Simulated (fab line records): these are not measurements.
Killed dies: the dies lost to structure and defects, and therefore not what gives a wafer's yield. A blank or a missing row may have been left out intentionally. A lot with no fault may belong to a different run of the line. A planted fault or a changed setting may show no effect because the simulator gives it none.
fab line records	flow n5_finfet
record: lots: 7	wafers: 39
route steps=1938 shown FIN_SAQP@94 FIN_CUT@169 STI_FIN_REVEAL@204 DUMMY_GATE@237 HKMG_FIN@448 GATE_CUT@466 MOL_CONTACT_COAG@588 BEOL_M4@1111
start_h: start of the lot's first displayed wafer, in hours after the record's first day	wait_h: how many hours have passed since the lot's step before this one	" unchanged from the row above	L1.1+2: several wafers, shown together as one row	- either no value or no given start	* or withheld: withheld	< > ~ a bound
route shown NAME@n: NAME is a module with steps in the file, n the number in the route of the first one	usual: mean and standard deviation over wafers with no fault	same: alike in all rows	chamber/n: place in a boat	sites: the reading at each site	_std_site: standard deviation across them	_edge_site: inner sites' mean taken away from outer sites' mean	radius_mm: for every site, how far away it sits from the centre of the wafer	mask NAME#n: copy n	behind: the last tool/chamber to shape the wafer	hold: why the lot went on hold/how many hours it stayed there/how the hold came to an end	device: the transistor (n, p or np) that didn't switch	end of line: tests run on the same wafers once the route is complete	a step given without rows: its recipe and nothing more	killed: the dies lost at the first sort to structure and to defects; this is not the yield of the wafer	map: a wafer's dies, x killed, . not, _ none there
set.NAME: the run value of the setting; set.NAME@STEP: its run value at that earlier step	model.NAME: the simulator's own value behind a step, which no gauge read
lots where settings were altered on purpose, with a table for each step and a row for each wafer
== steps ==
step: N5_FIN_SAQP_ALD_61
recipe: material: SiO2	target_thk_a: 40	temp_c: 300	ald_precursor_family: BDEAS	ald_co_reactant: O2-plasma	pulse_time_s: 1	purge_time_s: 2	co_reactant_purge_time_s: 2	ald_cycles: 43	pressure_torr: 2
step: N5_FIN_SAQP_SPACER1_ALD_24
recipe: material: SiO2	target_thk_a: 203	temp_c: 300	ald_precursor_family: BDEAS	ald_co_reactant: O2-plasma	pulse_time_s: 1	purge_time_s: 2	co_reactant_purge_time_s: 2	ald_cycles: 218	pressure_torr: 2
step: N5_FIN_CUT_ETCH_21
recipe: chemistry: N2/H2	target: SOC	target_depth_a: 2190	overetch_a: 438	mask_material: SiARC	temp_c: 40	ion_energy_ev: 100	bias_w: 61	time_s: 523.5	pressure_mtorr: 30	source_w: 850	n2_flow_sccm: 200	h2_flow_sccm: 200
step: N5_FIN_CUT_CUT_ETCH_26
recipe: chemistry: CH3F/O2	target: SiNx	target_depth_a: 390	mask_material: SOC	time_s: 55.7	pressure_mtorr: 30	source_w: 395	bias_w: 73	Ar_flow_sccm: 150	CH3F_flow_sccm: 30	O2_flow_sccm: 20	ion_energy_ev: 120
step: N5_STI_FIN_REVEAL_OXIDATION_33
recipe: chemistry: O2_PLASMA_REMOTE	temp_c: 150	time_s: 20	pressure_mtorr: 1000	source_power_w: 2000	o2_flow_sccm: 3000
step: N5_DUMMY_GATE_ETCH_37
recipe: chemistry: N2/H2	target: SOC	target_depth_a: 600	overetch_a: 300	temp_c: 40	ion_energy_ev: 200	pressure_mtorr: 30	source_w: 840	bias_w: 150	n2_flow_sccm: 200	h2_flow_sccm: 200
step: N5_HKMG_FIN_NWFM_ALD_20
recipe: material: TiAlC	target_thk_a: 20	temp_c: 300	ald_precursor_family: TiCl4	ald_co_reactant: TEA	pulse_time_s: 3	purge_time_s: 2	co_reactant_purge_time_s: 2	co_reactant_pulse_time_s: 10	ald_cycles: 7	pressure_torr: 3
step: N5_GATE_CUT_ETCH_56
recipe: chemistry: Cl2/Ar	target: TiN	target_depth_a: 216	pressure_mtorr: 10	icp_w: 600	bias_w: 60	Cl2_flow_sccm: 40	Ar_flow_sccm: 60
step: N5_MOL_CONTACT_COAG_ETCH_47
recipe: chemistry: CH3F/O2	target: SiNx	target_depth_a: 270	mask_material: SiO2	stop_on: W	over_etch_frac: 0.2	ion_energy_ev: 120	endpoint: OES-CN	pressure_mtorr: 30	source_w: 395	bias_w: 73	Ar_flow_sccm: 150	CH3F_flow_sccm: 30	O2_flow_sccm: 20	ends: end_point
step: N5_BEOL_M4_RC_MEAS_101
usual: IOFF_N_LONG: 5.62e-05/2.6e-06	VT_N_LONG: 274.8/1.9
lot.wafer	tool	chamber	start_h	wait_h	set.temp_c@FIN_SAQP_ALD_61	set.temp_c@FIN_SAQP_SPACER1_ALD_24	set.bias_w@FIN_CUT_ETCH_21	set.time_s@FIN_CUT_CUT_ETCH_26	set.time_s@STI_FIN_REVEAL_OXIDATION_33	set.source_w@DUMMY_GATE_ETCH_37	set.co_reactant_pulse_time_s@HKMG_FIN_NWFM_ALD_20	set.icp_w@GATE_CUT_ETCH_56	set.source_w@MOL_CONTACT_COAG_ETCH_47	IOFF_N_LONG[nA/um]	VT_N_LONG[mV]
L075.1	prober-02	0	183.59	0.0	300	290.2	70.96	55.7	20	840	10	600	453.5	5.67e-05	276.6
L075.2	"	0	"	"	300	290.2	70.96	43.86	25.07	840	10	631.3	453.5	5.55e-05	278.3
L075.3	"	0	"	"	300	300	61	43.86	20	840	7.69	631.3	395	5.1e-05	280.4
L075.4	"	0	"	"	300	300	70.96	55.7	25.07	840	7.69	631.3	395	5.06e-05	279.8
L075.5	"	0	"	"	300	290.2	61	43.86	20	840	7.69	600	453.5	5.12e-05	279.4
L075.6	"	0	"	"	300	300	61	55.7	25.07	840	10	600	395	5.72e-05	275.2
L074.2	prober-01	0	183.64	0.2	300	300	61	55.7	20	840	10	600	395	5.11e-05	280.3
L074.4	"	0	"	"	300	300	61	55.7	20	840	10	600	395	5.13e-05	274.7
L074.6	"	0	"	"	300	300	61	55.7	20	840	10	600	395	5.35e-05	277.1
L080.1	prober-01	0	202.96	0.5	300	300	61	55.7	20	963.2	10	600	395	5.44e-05	273.9
L080.2	"	0	"	"	300	300	52.45	55.7	20	840	10	503.6	395	5.42e-05	275.3
L080.3	"	0	"	"	300	300	61	55.7	20	840	10	600	421.2	5.4e-05	277.1
L080.4	"	0	"	"	300	300	52.45	55.7	20	840	10	600	421.2	5.6e-05	275.6
L080.5	"	0	"	"	300	300	52.45	55.7	20	963.2	10	503.6	421.2	5.38e-05	277.4
L080.6	"	0	"	"	300	300	61	55.7	20	963.2	10	503.6	395	5.51e-05	275.6
L086.1	prober-02	0	258.33	0.0	300	300	61	55.7	22.6	788.8	10	600	395	6.26e-05	271.8
L086.2	"	0	"	"	300	295.8	61	61.82	20	840	11.98	600	470.2	6.33e-05	269.5
L086.3	"	0	"	"	300	300	72.7	61.82	20	840	10	600	395	6.33e-05	271.0
L086.4	"	0	"	"	300	295.8	61	55.7	20	788.8	11.98	512	470.2	6.57e-05	268.8
L086.5	"	0	"	"	300	300	72.7	55.7	22.6	840	10	512	470.2	6.2e-05	271.1
L086.6	"	0	"	"	300	295.8	72.7	61.82	22.6	788.8	11.98	512	395	6.65e-05	271.4
L089.1	prober-02	0	260.65	0.0	300	300	61	55.7	20	840	7.622	537.7	373.1	4.47e-05	284.6
L089.2	"	0	"	"	300	300	58.07	55.7	22.24	840	7.622	600	373.1	4.48e-05	284.8
L089.3	"	0	"	"	300	308.4	58.07	44.16	22.24	840	10	600	373.1	5.27e-05	276.3
L089.4	"	0	"	"	312.1	308.4	61	44.16	22.24	840	7.622	537.7	395	4.53e-05	282.9
L089.5	"	0	"	"	312.1	300	61	44.16	20	840	10	600	395	5.19e-05	276.9
L089.6	"	0	"	"	312.1	308.4	58.07	55.7	20	840	10	537.7	395	5.31e-05	275.4
L091.1	prober-01	0	269.81	0.0	300	300	54.89	52.21	20	840	12.12	600	395	5.98e-05	273.3
L091.2	"	0	"	"	291.5	300	61	55.7	20	840	10	600	395	5.51e-05	274.7
L091.3	"	0	"	"	300	300	61	55.7	20	840	12.12	664.2	395	5.97e-05	272.5
L091.4	"	0	"	"	291.5	300	61	52.21	20	840	10	664.2	395	5.67e-05	274.3
L091.5	"	0	"	"	291.5	300	54.89	52.21	20	840	12.12	600	395	5.8e-05	272.1
L091.6	"	0	"	"	300	300	54.89	55.7	20	840	10	664.2	395	5.71e-05	273.7
L092.1	prober-01	0	283.59	0.0	306.7	300	70.95	55.7	22.2	840	11.99	600	395	5.42e-05	273.3
L092.2	"	0	"	"	306.7	300	70.95	61.74	22.2	840	10	694.5	429.4	5.29e-05	276.4
L092.3	"	0	"	"	306.7	300	61	55.7	20	840	10	694.5	395	5.37e-05	275.8
L092.4	"	0	"	"	300	300	61	61.74	20	840	10	600	395	5.35e-05	276.8
L092.5	"	0	"	"	300	300	61	55.7	22.2	840	11.99	694.5	429.4	5.53e-05	273.0
L092.6	"	0	"	"	300	300	70.95	61.74	20	840	11.99	600	429.4	5.58e-05	272.5
== key ==
split: step: N5_FIN_SAQP_ALD_61	setting: temp_c	stated_as: 300
response none clear
split: step: N5_FIN_SAQP_SPACER1_ALD_24	setting: temp_c	stated_as: 300
response none clear
split: step: N5_FIN_CUT_ETCH_21	setting: bias_w	stated_as: 61
response none clear
split: step: N5_FIN_CUT_CUT_ETCH_26	setting: time_s	stated_as: 55.7
response none clear
split: step: N5_STI_FIN_REVEAL_OXIDATION_33	setting: time_s	stated_as: 20
response none clear
split: step: N5_DUMMY_GATE_ETCH_37	setting: source_w	stated_as: 840
response none clear
split: step: N5_HKMG_FIN_NWFM_ALD_20	setting: co_reactant_pulse_time_s	stated_as: 10
response: step: N5_BEOL_M4_RC_MEAS_101	reading: IOFF_N_LONG	slope: +2.04e-07	per: 1%	together_with: all	explained: 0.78
response: step: N5_BEOL_M4_RC_MEAS_101	reading: VT_N_LONG	slope: -0.179	per: 1%	together_with: all	explained: 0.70
split: step: N5_GATE_CUT_ETCH_56	setting: icp_w	stated_as: 600
response none clear
split: step: N5_MOL_CONTACT_COAG_ETCH_47	setting: source_w	stated_as: 395
response none clear
